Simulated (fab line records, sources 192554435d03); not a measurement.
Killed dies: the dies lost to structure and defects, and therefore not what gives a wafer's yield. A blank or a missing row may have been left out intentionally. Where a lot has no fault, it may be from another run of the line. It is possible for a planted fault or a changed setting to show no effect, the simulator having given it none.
Lot-split experiment || flow n5_finfet || route with 1938 steps; 7 lots, 39 wafers read

== ON THE SPLIT ==
At N5_FIN_CUT_CUT_ETCH_26 (etches SiNx in CH3F/O2, target depth 39 nm, time 55.7 s), the setting time_s was moved away from the recipe's 55.7 s on 12 of the 39 wafers read, by -57.3% to +46.8%. For the rest of the wafers, this setting stayed at what the recipe calls for.

== FROM THE SPLIT TO THE READING: what the file shows between them, 2 steps ==
- N5_FIN_CUT_CUT_ETCH_27: etches SiO2 in CHF3/O2, target depth 4 nm, overetch 2 nm, time 4.9 s
- N5_FIN_CUT_PRECLEAN_35: cleans in vHF, time 13.3 s

== THE READING ==
SOC_of_FIN_CUT_COAT_18.thk_nm (the simulator's own value, which no gauge read), in nm, at N5_FIN_CUT_CUT_ETCH_15 (etches Si in HBr/Cl2/O2, target depth 100 nm, bt time 10 s, time 42.4 s). The file does not state a usual value for it. Here, 27 wafers ran the recipe; their average is 170.5 nm with a standard deviation of 1.1 nm.

{"wafer": "L074.1", "tool, chamber at the split": "rie_diel-04, 0", "time_s as run, s": 55.7, "against the recipe": "recipe", "SOC_of_FIN_CUT_COAT_18.thk_nm, nm": 171.6, "against lot-mates on the recipe": "-"}
{"wafer": "L074.2", "tool, chamber at the split": "rie_diel-04, 3", "time_s as run, s": 35.62, "against the recipe": "-36.1%", "SOC_of_FIN_CUT_COAT_18.thk_nm, nm": 178.8, "against lot-mates on the recipe": "+7.2"}
{"wafer": "L074.3", "tool, chamber at the split": "rie_diel-04, 2", "time_s as run, s": 55.7, "against the recipe": "recipe", "SOC_of_FIN_CUT_COAT_18.thk_nm, nm": 171, "against lot-mates on the recipe": "-"}
{"wafer": "L074.4", "tool, chamber at the split": "rie_diel-04, 1", "time_s as run, s": 55.7, "against the recipe": "recipe", "SOC_of_FIN_CUT_COAT_18.thk_nm, nm": 172.2, "against lot-mates on the recipe": "-"}
{"wafer": "L074.5", "tool, chamber at the split": "rie_diel-04, 3", "time_s as run, s": 35.62, "against the recipe": "-36.1%", "SOC_of_FIN_CUT_COAT_18.thk_nm, nm": 178.6, "against lot-mates on the recipe": "+7.0"}
{"wafer": "L074.6", "tool, chamber at the split": "rie_diel-04, 2", "time_s as run, s": 35.62, "against the recipe": "-36.1%", "SOC_of_FIN_CUT_COAT_18.thk_nm, nm": 178, "against lot-mates on the recipe": "+6.4"}
{"wafer": "L082.3", "tool, chamber at the split": "rie_diel-01, 3", "time_s as run, s": 55.7, "against the recipe": "recipe", "SOC_of_FIN_CUT_COAT_18.thk_nm, nm": 170, "against lot-mates on the recipe": "-"}
{"wafer": "L082.4", "tool, chamber at the split": "rie_diel-01, 0", "time_s as run, s": 55.7, "against the recipe": "recipe", "SOC_of_FIN_CUT_COAT_18.thk_nm, nm": 168.8, "against lot-mates on the recipe": "-"}
{"wafer": "L082.5", "tool, chamber at the split": "rie_diel-01, 2", "time_s as run, s": 55.7, "against the recipe": "recipe", "SOC_of_FIN_CUT_COAT_18.thk_nm, nm": 169.6, "against lot-mates on the recipe": "-"}
{"wafer": "L084.1", "tool, chamber at the split": "rie_diel-01, 2", "time_s as run, s": 55.7, "against the recipe": "recipe", "SOC_of_FIN_CUT_COAT_18.thk_nm, nm": 170.6, "against lot-mates on the recipe": "-"}
{"wafer": "L084.2", "tool, chamber at the split": "rie_diel-01, 1", "time_s as run, s": 55.7, "against the recipe": "recipe", "SOC_of_FIN_CUT_COAT_18.thk_nm, nm": 170.6, "against lot-mates on the recipe": "-"}
{"wafer": "L084.3", "tool, chamber at the split": "rie_diel-01, 3", "time_s as run, s": 55.7, "against the recipe": "recipe", "SOC_of_FIN_CUT_COAT_18.thk_nm, nm": 168.8, "against lot-mates on the recipe": "-"}
{"wafer": "L084.4", "tool, chamber at the split": "rie_diel-01, 0", "time_s as run, s": 55.7, "against the recipe": "recipe", "SOC_of_FIN_CUT_COAT_18.thk_nm, nm": 169, "against lot-mates on the recipe": "-"}
{"wafer": "L084.5", "tool, chamber at the split": "rie_diel-01, 3", "time_s as run, s": 55.7, "against the recipe": "recipe", "SOC_of_FIN_CUT_COAT_18.thk_nm, nm": 170.8, "against lot-mates on the recipe": "-"}
{"wafer": "L084.6", "tool, chamber at the split": "rie_diel-01, 0", "time_s as run, s": 55.7, "against the recipe": "recipe", "SOC_of_FIN_CUT_COAT_18.thk_nm, nm": 168.6, "against lot-mates on the recipe": "-"}
{"wafer": "L090.1", "tool, chamber at the split": "rie_diel-02, 1", "time_s as run, s": 55.7, "against the recipe": "recipe", "SOC_of_FIN_CUT_COAT_18.thk_nm, nm": 171.8, "against lot-mates on the recipe": "-"}
{"wafer": "L090.2", "tool, chamber at the split": "rie_diel-02, 2", "time_s as run, s": 55.7, "against the recipe": "recipe", "SOC_of_FIN_CUT_COAT_18.thk_nm, nm": 170.8, "against lot-mates on the recipe": "-"}
{"wafer": "L090.3", "tool, chamber at the split": "rie_diel-02, 3", "time_s as run, s": 55.7, "against the recipe": "recipe", "SOC_of_FIN_CUT_COAT_18.thk_nm, nm": 171.2, "against lot-mates on the recipe": "-"}
{"wafer": "L090.4", "tool, chamber at the split": "rie_diel-02, 0", "time_s as run, s": 55.7, "against the recipe": "recipe", "SOC_of_FIN_CUT_COAT_18.thk_nm, nm": 172, "against lot-mates on the recipe": "-"}
{"wafer": "L090.5", "tool, chamber at the split": "rie_diel-02, 3", "time_s as run, s": 55.7, "against the recipe": "recipe", "SOC_of_FIN_CUT_COAT_18.thk_nm, nm": 171.6, "against lot-mates on the recipe": "-"}
{"wafer": "L090.6", "tool, chamber at the split": "rie_diel-02, 0", "time_s as run, s": 55.7, "against the recipe": "recipe", "SOC_of_FIN_CUT_COAT_18.thk_nm, nm": 170.4, "against lot-mates on the recipe": "-"}
{"wafer": "L092.1", "tool, chamber at the split": "rie_diel-01, 1", "time_s as run, s": 74.2, "against the recipe": "+33.2%", "SOC_of_FIN_CUT_COAT_18.thk_nm, nm": 165.4, "against lot-mates on the recipe": -5.7}
{"wafer": "L092.2", "tool, chamber at the split": "rie_diel-01, 2", "time_s as run, s": 74.2, "against the recipe": "+33.2%", "SOC_of_FIN_CUT_COAT_18.thk_nm, nm": 165.6, "against lot-mates on the recipe": -5.5}
{"wafer": "L092.3", "tool, chamber at the split": "rie_diel-01, 3", "time_s as run, s": 55.7, "against the recipe": "recipe", "SOC_of_FIN_CUT_COAT_18.thk_nm, nm": 170.2, "against lot-mates on the recipe": "-"}
{"wafer": "L092.4", "tool, chamber at the split": "rie_diel-01, 0", "time_s as run, s": 74.2, "against the recipe": "+33.2%", "SOC_of_FIN_CUT_COAT_18.thk_nm, nm": 163.2, "against lot-mates on the recipe": -7.9}
{"wafer": "L092.5", "tool, chamber at the split": "rie_diel-01, 2", "time_s as run, s": 55.7, "against the recipe": "recipe", "SOC_of_FIN_CUT_COAT_18.thk_nm, nm": 172, "against lot-mates on the recipe": "-"}
{"wafer": "L092.6", "tool, chamber at the split": "rie_diel-01, 1", "time_s as run, s": 55.7, "against the recipe": "recipe", "SOC_of_FIN_CUT_COAT_18.thk_nm, nm": 171, "against lot-mates on the recipe": "-"}
{"wafer": "L096.1", "tool, chamber at the split": "rie_diel-04, 2", "time_s as run, s": 81.77, "against the recipe": "+46.8%", "SOC_of_FIN_CUT_COAT_18.thk_nm, nm": 162.2, "against lot-mates on the recipe": -7.9}
{"wafer": "L096.2", "tool, chamber at the split": "rie_diel-04, 3", "time_s as run, s": 81.77, "against the recipe": "+46.8%", "SOC_of_FIN_CUT_COAT_18.thk_nm, nm": 163, "against lot-mates on the recipe": -7.1}
{"wafer": "L096.3", "tool, chamber at the split": "rie_diel-04, 0", "time_s as run, s": 55.7, "against the recipe": "recipe", "SOC_of_FIN_CUT_COAT_18.thk_nm, nm": 169.2, "against lot-mates on the recipe": "-"}
{"wafer": "L096.4", "tool, chamber at the split": "rie_diel-04, 1", "time_s as run, s": 81.77, "against the recipe": "+46.8%", "SOC_of_FIN_CUT_COAT_18.thk_nm, nm": 162.4, "against lot-mates on the recipe": -7.7}
{"wafer": "L096.5", "tool, chamber at the split": "rie_diel-04, 1", "time_s as run, s": 55.7, "against the recipe": "recipe", "SOC_of_FIN_CUT_COAT_18.thk_nm, nm": 171.6, "against lot-mates on the recipe": "-"}
{"wafer": "L096.6", "tool, chamber at the split": "rie_diel-04, 2", "time_s as run, s": 55.7, "against the recipe": "recipe", "SOC_of_FIN_CUT_COAT_18.thk_nm, nm": 169.4, "against lot-mates on the recipe": "-"}
{"wafer": "L097.1", "tool, chamber at the split": "rie_diel-04, 1", "time_s as run, s": 55.7, "against the recipe": "recipe", "SOC_of_FIN_CUT_COAT_18.thk_nm, nm": 170.2, "against lot-mates on the recipe": "-"}
{"wafer": "L097.2", "tool, chamber at the split": "rie_diel-04, 0", "time_s as run, s": 23.77, "against the recipe": "-57.3%", "SOC_of_FIN_CUT_COAT_18.thk_nm, nm": 182.2, "against lot-mates on the recipe": "+11.7"}
{"wafer": "L097.3", "tool, chamber at the split": "rie_diel-04, 3", "time_s as run, s": 23.77, "against the recipe": "-57.3%", "SOC_of_FIN_CUT_COAT_18.thk_nm, nm": 182.4, "against lot-mates on the recipe": "+11.9"}
{"wafer": "L097.4", "tool, chamber at the split": "rie_diel-04, 2", "time_s as run, s": 55.7, "against the recipe": "recipe", "SOC_of_FIN_CUT_COAT_18.thk_nm, nm": 169.2, "against lot-mates on the recipe": "-"}
{"wafer": "L097.5", "tool, chamber at the split": "rie_diel-04, 3", "time_s as run, s": 55.7, "against the recipe": "recipe", "SOC_of_FIN_CUT_COAT_18.thk_nm, nm": 172, "against lot-mates on the recipe": "-"}
{"wafer": "L097.6", "tool, chamber at the split": "rie_diel-04, 2", "time_s as run, s": 23.77, "against the recipe": "-57.3%", "SOC_of_FIN_CUT_COAT_18.thk_nm, nm": 181.2, "against lot-mates on the recipe": "+10.7"}

THE FIT
A straight line over all 39 wafers: SOC_of_FIN_CUT_COAT_18.thk_nm changes by -0.191 nm for each +1% of time_s; r = -0.98; the points scatter about the line by 1.1 nm.
The same after taking each lot's own level away (the mean of its wafers on the recipe; 39 wafers): -0.186 nm for each +1%; r = -0.98; scatter 0.87 nm.
That fit puts the effect of the largest move of time_s on the reading at 11 nm.
From 169.47 to 171.60 nm: that is the span of the lots' own levels, equal to 1.9 times the standard deviation above.
Consequently the slope shifts little with the lot-to-lot level, the two slopes agreeing.
Check: for one of the wafers moved furthest among these (-57.3%), held out of the fit, the line's prediction against its lot-mates is +10.6 nm. Against them it came out at +11.7 nm.

== THE WHOLE CHAIN: every reading that the file lists as answering this split, in the file's order ==
{"step": "N5_FIN_CUT_CUT_ETCH_26", "what it does": "etches SiNx in CH3F/O2, target depth 39 nm, time 55.7 s", "reading": "etch.depth_nm (the simulator's own value, which no gauge read)", "change (the file's fit)": "+0.384 nm for each +1% of the setting", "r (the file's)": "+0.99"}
{"step": "N5_FIN_CUT_CUT_ETCH_26", "what it does": "etches SiNx in CH3F/O2, target depth 39 nm, time 55.7 s", "reading": "SOC_of_FIN_CUT_COAT_18.thk_nm (the simulator's own value, which no gauge read)", "change (the file's fit)": "-0.18 nm for each +1% of the setting", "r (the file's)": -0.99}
{"step": "N5_FIN_CUT_CUT_ETCH_15", "what it does": "etches Si in HBr/Cl2/O2, target depth 100 nm, bt time 10 s, time 42.4 s", "reading": "SOC_of_FIN_CUT_COAT_18.thk_nm (the simulator's own value, which no gauge read)", "change (the file's fit)": "-0.186 nm for each +1% of the setting", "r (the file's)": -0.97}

== FILE'S OWN FIT ==
SOC_of_FIN_CUT_COAT_18.thk_nm changes by -0.186 nm for each +1% of time_s, r = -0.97.
